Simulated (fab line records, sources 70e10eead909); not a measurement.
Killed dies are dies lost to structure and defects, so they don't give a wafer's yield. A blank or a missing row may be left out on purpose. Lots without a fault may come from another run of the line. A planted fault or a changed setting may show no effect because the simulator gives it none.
Chamber matching | flow nand_harc | NHARC_THIN_TSV_DESCUM_35 on rie_diel-10: 4 sister chambers
The step chemistry O2, time 3 s. 14 wafers are shown with their chamber, then 7 later ones without.

WAFERS WITH THEIR CHAMBER
wafer  | chamber | oes_product_au (a.u.) | throttle_valve_pct (%) | rf_vpp_V (V)
L740.2 | 3       | 0.987                 | 11.316                 | 57.3
L740.3 | 2       | 0.990                 | 11.306                 | 57.9
L740.6 | 0       | 0.988                 | 11.306                 | 57.7
L738.2 | 1       | 1.012                 | 11.330                 | 58.2
L738.3 | 0       | 0.987                 | 11.312                 | 59.1
L738.4 | 2       | 0.993                 | 11.308                 | 57.7
L739.1 | 0       | 0.988                 | 11.308                 | 57.8
L739.3 | 2       | 0.999                 | 11.310                 | 58.7
L739.6 | 3       | 1.000                 | 11.315                 | 56.1
L742.1 | 2       | 1.002                 | 11.311                 | 57.4
L742.5 | 2       | 0.995                 | 11.304                 | 56.8
L742.6 | 1       | 1.018                 | 11.316                 | 56.7
L750.4 | 2       | 0.998                 | 11.315                 | 57.6
L750.5 | 3       | 1.007                 | 11.305                 | 58.7

SIGNATURES (means of the wafers above)
reading            | chamber 0 | chamber 1 | chamber 2 | chamber 3 | scatter within a chamber
oes_product_au     | 0.98767   | 1.01500   | 0.99617   | 0.99800   | 0.00565
throttle_valve_pct | 11.30867  | 11.32300  | 11.30900  | 11.31200  | 0.00516
rf_vpp_V           | 58.200    | 57.450    | 57.683    | 57.367    | 0.876
Rule: a wafer's distance from a chamber is the root of the sum, over the readings, of the square of ((its reading less the chamber's mean) divided by the reading's scatter). The wafer belongs to the nearest chamber; if the next one is less than 2 further off, it can't be placed. The scatter: the root of (the sum of the squares of (reading less its chamber's mean) over the shown wafers, divided by (wafers less chambers)).

WAFERS WITHOUT THEIR CHAMBER
wafer  | oes_product_au (a.u.) | throttle_valve_pct (%) | rf_vpp_V (V)
L750.6 | 1.013                 | 11.310                 | 58.8
L756.1 | 0.974                 | 11.309                 | 58.0
L756.3 | 0.978                 | 11.311                 | 55.2
L756.4 | 0.999                 | 11.292                 | 59.1
L760.1 | 0.997                 | 11.293                 | 57.7
L760.3 | 1.024                 | 11.309                 | 57.5
L760.6 | 1.008                 | 11.311                 | 56.5

WHICH CHAMBER EACH WENT THROUGH
wafer  | from the rows above               | in truth
L750.6 | can't be placed: 1 or 3 or 2 or 0 | 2
L756.1 | can't be placed: 0 or 2 or 3      | 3
L756.3 | can't be placed: 0 or 2 or 3      | 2
L756.4 | can't be placed: 2 or 0 or 3      | 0
L760.1 | can't be placed: 2 or 0 or 3      | 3
L760.3 | can't be placed: 1 or 3 or 2      | 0
L760.6 | can't be placed: 3 or 2 or 1      | 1
Placed correctly: 0 of 7. Can't be placed from these rows: 7 (the true chamber is among the candidates in 6). Placed wrongly: 0.
